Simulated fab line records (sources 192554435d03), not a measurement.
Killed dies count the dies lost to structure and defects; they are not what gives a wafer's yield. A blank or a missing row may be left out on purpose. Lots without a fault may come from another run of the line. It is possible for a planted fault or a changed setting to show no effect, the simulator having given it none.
Which of the tools did it? ; flow n5_finfet ; 10 lots, 26 wafers sampled, at 5 steps of a route of 1938

== WHAT THE GAUGES SHOWED, per wafer ==
N5_BEOL_M15_THK_MEAS_01.
lot;measured;on;M15_ILD_THK (nm)
L447;day 11 01:49;film_metro-02;1630 1636 1650
L448;day 11 18:35;film_metro-01;1600 1618 1616
L450;day 12 08:37;film_metro-01;1627 1656
L449;day 12 08:32;film_metro-02;1582 1640 1643
L453;day 14 01:27;film_metro-01;1613 1633
L454;day 13 19:49;film_metro-01;1570 1629 1657
L459;day 15 03:11;film_metro-01;1599 1627
L465;day 16 13:35;film_metro-02;1322 1349 1341
L468;day 17 00:40;film_metro-02;1573 1630
L466;day 17 15:59;film_metro-01;1311 1329 1353

== EACH LOT AND THE TOOL THAT RAN IT (in order: tool; ch and the chambers of the sampled wafers; start) ==
lot;N5_BEOL_M14_PRE_CLEAN_42;N5_BEOL_M14_SPUTTER_44;N5_BEOL_M14_SPUTTER_45;N5_BEOL_M15_ILD_DEP_00
L447;pvd_sputter-02, day 10 23:46;pvd_sputter-02, day 10 23:53;pvd_sputter-02, day 10 23:58;pecvd-03 ch 0,2, day 11 01:34
L448;pvd_sputter-02, day 11 17:02;pvd_sputter-02, day 11 17:10;pvd_sputter-02, day 11 17:14;pecvd-04 ch 0,2, day 11 18:20
L450;pvd_sputter-01, day 12 07:05;pvd_sputter-01, day 12 07:12;pvd_sputter-01, day 12 07:17;pecvd-01 ch 0,2, day 12 08:22
L449;pvd_sputter-02, day 12 06:59;pvd_sputter-02, day 12 07:07;pvd_sputter-02, day 12 07:11;pecvd-03 ch 0,1,2, day 12 08:17
L453;pvd_sputter-01, day 13 23:33;pvd_sputter-01, day 13 23:40;pvd_sputter-01, day 13 23:45;pecvd-04 ch 0, day 14 01:11
L454;pvd_sputter-02, day 13 16:16;pvd_sputter-02, day 13 16:23;pvd_sputter-02, day 13 16:28;pecvd-03 ch 0,1, day 13 19:34
L459;pvd_sputter-03, day 15 01:39;pvd_sputter-03, day 15 01:46;pvd_sputter-03, day 15 01:51;pecvd-04 ch 0, day 15 02:56
L465;pvd_sputter-02, day 16 12:03;pvd_sputter-02, day 16 12:10;pvd_sputter-02, day 16 12:15;pecvd-04 ch 0,1, day 16 13:20
L468;pvd_sputter-03, day 16 23:05;pvd_sputter-03, day 16 23:12;pvd_sputter-03, day 16 23:17;pecvd-03 ch 1,2, day 17 00:25
L466;pvd_sputter-02, day 17 14:19;pvd_sputter-02, day 17 14:26;pvd_sputter-02, day 17 14:31;pecvd-04 ch 0,2, day 17 15:38
- N5_BEOL_M14_PRE_CLEAN_42: time 30 s.
- N5_BEOL_M14_SPUTTER_44: material Ta, target thk 15 nm, time 24.19 s.
- N5_BEOL_M14_SPUTTER_45: material Cu, target thk 100 nm, time 16.67 s.
- N5_BEOL_M15_ILD_DEP_00: deposits SiO2 from TEOS/O2, target thk 1629.3 nm, time 346.1 s.

== THE ANSWER, worked out from the rows above alone ==
Rule: what is usual is taken from the lots themselves. The widest of any qualifying gaps counts: lots, ordered by their means at a reading, are off when they make up no more than a third of the lots, leave a main group of 4 or more, and stand apart from it by 3 or more times the standard deviation of that group's means. A main group whose means are all the same, to the digits that the tables above print for the reading, isn't used. A lot without any number at a reading at which 4 lots or more have one is off too. Where the step has rows for the other lots, those lots are counted as sound.
Off: L465, L466, seen at N5_BEOL_M15_THK_MEAS_01 (M15_ILD_THK). Mean 1621 nm and standard deviation 13 in the main group.
If a tool, at a process step before that reading, ran all the lots that are off and no sound lot after the first of them, it fits. The gauges at N5_BEOL_M15_THK_MEAS_01 are tried like those tools. This does not decide it: 2 tools fit, namely pvd_sputter-02 at N5_BEOL_M14_PRE_CLEAN_42 and N5_BEOL_M14_SPUTTER_44 and N5_BEOL_M14_SPUTTER_45 and pecvd-04 at N5_BEOL_M15_ILD_DEP_00.

== WHAT THE SIMULATOR HAD INSERTED ==
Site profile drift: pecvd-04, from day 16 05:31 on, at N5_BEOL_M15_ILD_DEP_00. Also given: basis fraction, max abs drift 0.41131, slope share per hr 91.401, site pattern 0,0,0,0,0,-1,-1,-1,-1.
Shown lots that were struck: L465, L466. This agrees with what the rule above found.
